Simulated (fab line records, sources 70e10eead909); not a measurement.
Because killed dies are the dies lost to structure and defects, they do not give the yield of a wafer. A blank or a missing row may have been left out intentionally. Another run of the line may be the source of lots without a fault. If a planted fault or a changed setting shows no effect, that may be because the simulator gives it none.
fab line records | flow nand-harc
[record] lots = 13 wafers = 39 last-day = 25
route steps=1159 shown A_CONTACT@901 END@1159
lots untouched by any fault: they come from a run of this same line in which no faults occurred
start-h: hours from the record's opening day to when the first of the lot's shown wafers began | wait-h: time in hours since the lot's previous step | " as in the row above | L1.1+2: a single row standing in for several wafers | - no value, or no start given | * or withheld: withheld | < > ~ a bound
route shown NAME@n: a module of which the file shows steps, and the number in the route of the first | usual: average and standard deviation across the fault-free wafers | same: alike in all rows | chamber/n: place in a boat | sites: readings site by site | _std_site: standard deviation of those values | _edge_site: inner sites' mean taken away from outer sites' mean | radius-mm: how far each site lies from the wafer's centre | mask NAME#n: copy n | behind: tool/chamber where the wafer was last shaped | hold: reason for holding the lot/hours on hold/outcome of the hold | device: transistor that didn't switch, given as n, p or np | end of line: the same wafers' tests at the end of the route | a step given without rows: its recipe and nothing more | killed: dies that structure and defects cost at the first sort, which is not the same as the wafer's yield | map: a wafer's dies, x killed, . not, _ none there
set.NAME: the setting the step ran with; set.NAME@STEP: the setting that earlier step ran with | model.NAME: the simulator's own value behind a step, which no gauge read
one table for each step of the route and one row for each wafer, over a sample of lots
services: the hour from which a tool's chamber was out of use, counted from the record's first day as start-h (under 0 if before that day), plus the number of hours and why
[[steps]]
[step NHARC_A_CONTACT_ETCH_76]
[recipe] target-depth-a = 2600 over-etch-frac = 0.3 time-s = 475.3 ion-energy-ev = 200 n2-flow-sccm = 150 h2-flow-sccm = 150 ar-flow-sccm = 0 rf-w = 400 bias-w = 150 chemistry = N2/H2
[usual] drypump-motor-current-A = 5.8/0.34 oes-product-au = 0.999/0.01 rf-fwd-power-W = 399.3/1.1 rf-vpp-V = 430/3.1 run-length-s = 496.4/0.51 showerhead-plenum-p-Torr = 2.04/0.1 throttle-valve-pct = 14.170/0.0098
// columns lot.wafer tool chamber start-h wait-h drypump-motor-current-A oes-product-au rf-fwd-power-W rf-hours-counter-h rf-vpp-V run-length-s showerhead-plenum-p-Torr throttle-valve-pct
L197.3 rie-diel-08 1 377.95 - 6.1 0.979 400.4 15 429 496.7 1.99 14.166
L197.2 " 2 " " 4.9 1.012 398.7 14 434 497.1 2.16 14.176
L197.6 " 0 " " 6.3 1.021 399.1 - 428 496.2 1.96 14.176
L196.4 rie-diel-04 2 378.34 - 5.6 1.004 399.5 20 434 496.4 2.19 14.153
L196.2 " 3 " " 6.0 0.996 399.4 31 433 497.2 2.10 14.162
L196.5 " 1 " " 5.5 0.990 398.3 - 429 495.9 2.00 14.163
L198.1 rie-diel-04 3 387.45 - 6.0 0.998 398.0 34 431 497.5 2.10 14.165
L198.4 " 0 " " 5.7 0.992 400.8 33 432 496.1 2.09 14.173
L198.5 " 0 " " 5.7 1.003 399.1 - 433 496.2 2.09 14.160
L200.1 rie-diel-06 2 394.10 - 5.7 0.986 401.5 56 425 496.3 1.91 14.169
L200.4 " 1 " " 6.2 1.006 397.8 55 428 495.4 1.91 14.171
L200.5 " 3 " " 5.8 1.000 399.6 - 432 496.6 2.10 14.168
L199.1 rie-diel-04 2 397.77 - 5.6 0.998 397.1 28 434 496.7 2.18 14.172
L199.4 " 0 " " 5.7 1.001 398.4 37 432 496.4 2.09 14.163
L199.3 " 1 " " 5.5 1.006 399.3 35 428 496.0 2.00 14.163
L202.4 rie-diel-06 2 414.52 - 5.7 0.976 399.4 63 426 496.2 1.90 14.153
L202.2 " 3 " " 5.8 1.004 400.3 60 432 496.5 2.10 14.170
L202.6 " 0 " " 5.6 1.007 400.5 - 426 495.7 1.88 14.172
L205.3 rie-diel-06 1 431.93 - 6.2 0.991 399.2 1 426 495.7 1.90 14.182
L205.1 " 3 " " 5.8 1.003 398.0 1 431 496.7 2.09 14.176
L205.4 " 0 " " 5.6 1.011 399.3 1 436 496.1 2.22 14.184
L204.3 rie-diel-06 1 433.41 - 6.2 0.986 398.0 1 426 496.2 1.90 14.165
L204.4 " 2 " " 5.7 0.998 399.5 1 425 496.7 1.90 14.176
L204.5 " 1 " " 6.3 0.997 398.9 - 427 495.5 1.90 14.160
L206.3 rie-diel-06 2 456.44 - 5.7 0.993 398.9 14 426 496.2 1.90 14.177
L206.1 " 0 " " 5.6 1.015 399.0 13 435 496.1 2.21 14.168
L206.2 " 1 " " 6.2 1.002 400.2 13 426 495.4 1.90 14.161
L211.1 rie-diel-06 2 469.51 - 5.7 0.987 400.9 19 427 496.1 1.90 14.163
L211.4 " 3 " " 5.7 1.009 398.7 18 432 496.5 2.09 14.168
L211.5 " 2 " " 5.7 0.987 399.3 - 426 496.2 1.90 14.168
L215.1 rie-diel-04 0 495.13 - 5.7 0.984 401.0 4 430 496.3 2.08 14.181
L215.3 " 2 " " 5.6 1.000 - 5 435 396.5 2.17 14.166
L215.6 " 1 " " 5.5 1.002 400.4 - 428 496.3 1.99 14.161
L218.1 rie-diel-08 3 511.08 - 6.2 1.000 398.7 3 426 496.7 1.93 14.162
L218.2 " 0 " " 6.3 1.008 400.3 3 429 496.2 1.96 14.162
L218.6 " 2 " " 4.9 1.009 399.6 - 434 497.2 2.16 14.178
L216.1 rie-diel-04 0 526.71 - 5.7 0.986 400.7 17 432 496.2 2.07 14.166
L216.3 " 2 " " 5.6 1.002 - 16 434 396.6 2.17 14.141
L216.5 " 0 " " 5.7 0.986 400.1 - 432 496.5 2.07 14.169
[step NHARC_A_CONTACT_ETCH_125]
[recipe] source-w = withheld pressure-mtorr = 20 bias-v = 1200 time-s = 155 target-depth-a = 9560 ar-flow-sccm = withheld c4f8-flow-sccm = withheld o2-flow-sccm = withheld chemistry = C4F8/O2/Ar
[usual] run-length-s = 155/0
// columns lot.wafer tool chamber start-h wait-h rf-hours-counter-h run-length-s
L197.2 har-cap-etch-01 1 379.06 0.2 58 155
L197.3 " 0 " " - 155
L197.6 " 0 " " - 155
L196.2 har-cap-etch-02 1 379.41 0.2 9 155
L196.4 " 0 " " - 155
L196.5 " 1 " " - 155
L198.1 har-cap-etch-02 1 388.77 0.2 11 155
L198.4 " 0 " " - 155
L198.5 " 1 " " - 155
L200.1 har-cap-etch-02 0 395.25 0.2 13 155
L200.4 " 1 " " - 155
L200.5 " 0 " " - 155
L199.1 har-cap-etch-01 0 398.96 0.2 62 155
L199.3 " 0 " " - 155
L199.4 " 1 " " - 155
L202.2 har-cap-etch-01 1 417.03 0.2 64 155
L202.4 " 0 " " - 155
L202.6 " 1 " " - 155
L205.1 har-cap-etch-01 1 433.09 0.2 67 155
L205.4 " 0 " " - 155
L205.3 " 1 " " - 155
L204.3 har-cap-etch-03 0 434.56 0.1 - 155
L204.4 " 1 " " - 155
L204.5 " 1 " " - 155
L206.1 har-cap-etch-01 0 457.71 0.2 73 155
L206.2 " 1 " " 73 155
L206.3 " 0 " " - 155
L211.1 har-cap-etch-03 0 470.73 0.2 104 155
L211.4 " 0 " " - 155
L211.5 " 0 " " - 155
L215.1 har-cap-etch-02 1 496.31 0.2 27 155
L215.3 " 1 " " - 155
L215.6 " 0 " " - 155
L218.2 har-cap-etch-02 1 512.38 0.2 29 155
L218.1 " 0 " " 29 155
L218.6 " 1 " " - 155
L216.1 har-cap-etch-03 1 527.85 0.2 112 155
L216.3 " 0 " " - 155
L216.5 " 0 " " - 155
[step NHARC_A_CONTACT_ETCH_128]
[recipe] source-w = withheld pressure-mtorr = 20 bias-v = 1200 time-s = 155 target-depth-a = 9560 ar-flow-sccm = withheld c4f8-flow-sccm = withheld o2-flow-sccm = withheld chemistry = C4F8/O2/Ar
[usual] run-length-s = 155/0
// columns lot.wafer tool chamber start-h wait-h rf-hours-counter-h run-length-s
L197.2 har-cap-etch-01 1 379.48 0.1 59 155
L197.3 " 0 " " - 155
L197.6 " 0 " " - 155
L196.2 har-cap-etch-02 1 379.84 0.1 10 155
L196.4 " 0 " " - 155
L196.5 " 1 " " - 155
L198.1 har-cap-etch-02 1 389.19 0.1 12 155
L198.4 " 0 " " - 155
L198.5 " 1 " " - 155
L200.1 har-cap-etch-02 0 395.67 0.1 13 155
L200.4 " 1 " " - 155
L200.5 " 0 " " - 155
L199.1 har-cap-etch-01 0 399.38 0.1 63 155
L199.3 " 0 " " - 155
L199.4 " 1 " " - 155
L202.2 har-cap-etch-01 1 417.46 0.1 65 155
L202.4 " 0 " " - 155
L202.6 " 1 " " - 155
L205.1 har-cap-etch-01 1 433.51 0.1 67 155
L205.4 " 0 " " - 155
L205.3 " 1 " " - 155
L204.3 har-cap-etch-03 0 434.99 0.1 - 155
L204.4 " 1 " " - 155
L204.5 " 1 " " - 155
L206.1 har-cap-etch-01 0 458.14 0.1 74 155
L206.2 " 1 " " 74 155
L206.3 " 0 " " - 155
L211.1 har-cap-etch-03 0 471.29 0.2 104 155
L211.4 " 0 " " - 155
L211.5 " 0 " " - 155
L215.1 har-cap-etch-02 1 496.73 0.1 28 155
L215.3 " 1 " " - 155
L215.6 " 0 " " - 155
L218.2 har-cap-etch-02 1 512.81 0.1 29 155
L218.1 " 0 " " 29 155
L218.6 " 1 " " - 155
L216.1 har-cap-etch-03 1 528.28 0.1 113 155
L216.3 " 0 " " - 155
L216.5 " 0 " " - 155
[step NHARC_A_CONTACT_ETCH_131]
[recipe] source-w = withheld pressure-mtorr = 20 bias-v = 1200 time-s = 155 target-depth-a = 9560 ar-flow-sccm = withheld c4f8-flow-sccm = withheld o2-flow-sccm = withheld chemistry = C4F8/O2/Ar
[usual] run-length-s = 155/0
// columns lot.wafer tool chamber start-h wait-h rf-hours-counter-h run-length-s
L197.2 har-cap-etch-01 1 379.90 0.1 59 155
L197.3 " 0 " " - 155
L197.6 " 0 " " - 155
L196.2 har-cap-etch-02 1 380.27 0.1 10 155
L196.4 " 0 " " - 155
L196.5 " 1 " " - 155
L198.1 har-cap-etch-02 1 389.62 0.1 12 155
L198.4 " 0 " " - 155
L198.5 " 1 " " - 155
L200.1 har-cap-etch-02 0 396.09 0.1 14 155
L200.4 " 1 " " - 155
L200.5 " 0 " " - 155
L199.1 har-cap-etch-01 0 399.81 0.1 63 155
L199.3 " 0 " " - 155
L199.4 " 1 " " - 155
L202.2 har-cap-etch-01 1 417.87 0.1 65 155
L202.4 " 0 " " - 155
L202.6 " 1 " " - 155
L205.1 har-cap-etch-01 1 433.94 0.1 68 155
L205.4 " 0 " " - 155
L205.3 " 1 " " - 155
L204.3 har-cap-etch-03 0 435.42 0.1 - 155
L204.4 " 1 " " - 155
L204.5 " 1 " " - 155
L206.1 har-cap-etch-01 0 458.56 0.1 74 155
L206.2 " 1 " " 74 155
L206.3 " 0 " " - 155
L211.1 har-cap-etch-03 0 471.86 0.2 105 155
L211.4 " 0 " " - 155
L211.5 " 0 " " - 155
L215.1 har-cap-etch-02 1 497.15 0.1 28 155
L215.3 " 1 " " - 155
L215.6 " 0 " " - 155
L218.2 har-cap-etch-02 1 513.23 0.1 29 155
L218.1 " 0 " " 29 155
L218.6 " 1 " " - 155
L216.1 har-cap-etch-03 1 528.70 0.1 113 155
L216.3 " 0 " " - 155
L216.5 " 0 " " - 155
[step NHARC_END_SORT_01]
[recipe] temp-c = 25
[usual] killed-at-array = 28/11 killed-at-other = 0.7/1.1 killed-at-periphery = 2.9/2 killed-dies = 32/11 killed-open = 3.2/1.8 killed-short = 2.0/1.4
[same] gross-dies = 677
// columns lot.wafer tool chamber start-h wait-h killed-at-array killed-at-other killed-at-periphery killed-dies killed-open killed-short
L202.2 prober-01 0 476.01 2.8 27 5 5 37 0 1
L202.4 prober-01 0 477.60 3.4 37 1 3 41 5 2
L202.6 prober-01 0 479.19 4.0 23 1 4 28 1 4
L206.1 prober-02 0 517.75 2.5 30 2 4 36 3 2
// killed by level:class
L202.2 A_CHANNEL_HOLE_D1:chamber-film-flake=15 P_GATE:chamber-film-flake=4 A_CONTACT:chamber-film-flake=4 A_BONDPAD:chamber-film-flake=4 THIN_TSV:chamber-film-flake=4 A_STAIRCASE:chamber-film-flake=3 STARTING-WAFER:geometric-particle:short=1 P_ZERO_WELL:chamber-film-flake=1
L202.4 A_CHANNEL_HOLE_D1:chamber-film-flake=24 A_CONTACT:chamber-film-flake=6 A_WL_FILL:geometric-particle:short=2 A_BONDPAD:chamber-film-flake=2 P_GATE:geometric-particle:open=1 P_M0:geometric-particle:open=1 A_ONON_D1:geometric-particle:open=1 A_BLC:geometric-particle:open=1
L202.6 A_CHANNEL_HOLE_D1:chamber-film-flake=13 P_GATE:chamber-film-flake=3 A_CONTACT:chamber-film-flake=3 A_STAIRCASE:chamber-film-flake=2 P_CONTACT:geometric-particle:short=1 A_CHANNEL_FILL_D1:geometric-particle:short=1 A_SGD_CUT:geometric-particle:open=1 A_WL_FILL:geometric-particle:short=1
L206.1 A_SLIT:chamber-film-flake=12 A_CONTACT:chamber-film-flake=7 A_CHANNEL_HOLE_D1:chamber-film-flake=5 A_ZERO_WELL:chamber-film-flake=3 P_M0:geometric-particle:short=1 A_SOURCE_PLATE:geometric-particle:short=1 A_CONTACT:geometric-particle:open=1 A_M0:geometric-particle:open=1
[[services]]
// columns tool chamber start-h hours kind
rie-diel-06 0 374.52 - clean
rie-diel-06 1 374.52 - clean
rie-diel-06 2 374.52 - clean
rie-diel-06 3 374.52 - clean
rie-diel-08 2 384.74 5.2 repair
rie-diel-06 0 399.03 - clean
rie-diel-06 1 399.03 - clean
rie-diel-06 2 399.03 - clean
rie-diel-06 3 399.03 - clean
har-cap-etch-02 - 407.79 0.4 repair
rie-diel-04 3 419.08 20.6 repair
rie-diel-06 - 419.80 9.0 pm
rie-diel-06 0 419.80 9.0 vent-cycle
rie-diel-06 1 419.80 9.0 vent-cycle
rie-diel-06 2 419.80 9.0 vent-cycle
rie-diel-06 3 419.80 9.0 vent-cycle
rie-diel-06 0 428.80 - clean
rie-diel-06 0 428.80 - consumable-replace:focus-ring
rie-diel-04 - 466.31 9.0 pm
rie-diel-06 1 467.15 1.4 repair
rie-diel-08 - 478.86 9.0 pm
rie-diel-06 1 498.91 4.0 repair
rie-diel-08 - 504.61 0.9 repair
rie-diel-08 1 510.47 3.5 repair
[[key]]
[first-sign] step = NHARC_A_CONTACT_ETCH_76 reading = run-length-s direction = down sigmas = 99+ usual = * struck = *
effect none on later readings
met-at NHARC_A_CONTACT_ETCH_76
struck-lots L215,L216
struck-wafers L215.3,L216.3
tester-left-out L215,L216
not-acting-at NHARC_A_CONTACT_ETCH_125,NHARC_A_CONTACT_ETCH_128,NHARC_A_CONTACT_ETCH_131
onset-between 397.77 495.13
[fault] kind = process-parameter-drift tool = rie-diel-04 chamber = 2 onset-h = 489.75 steps = NHARC_A_CONTACT_ETCH_76 channel = time-s offset = * shape = step end-h = 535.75 acts-in = * stated = *
// tester-left-out: of these lots the tester's yield and bins aren't shown, on N5 and GAA mostly nor the transistor test; their killed dies are dies lost to structure and defects alone, not to doping, threshold or leakage, so they don't give the yield
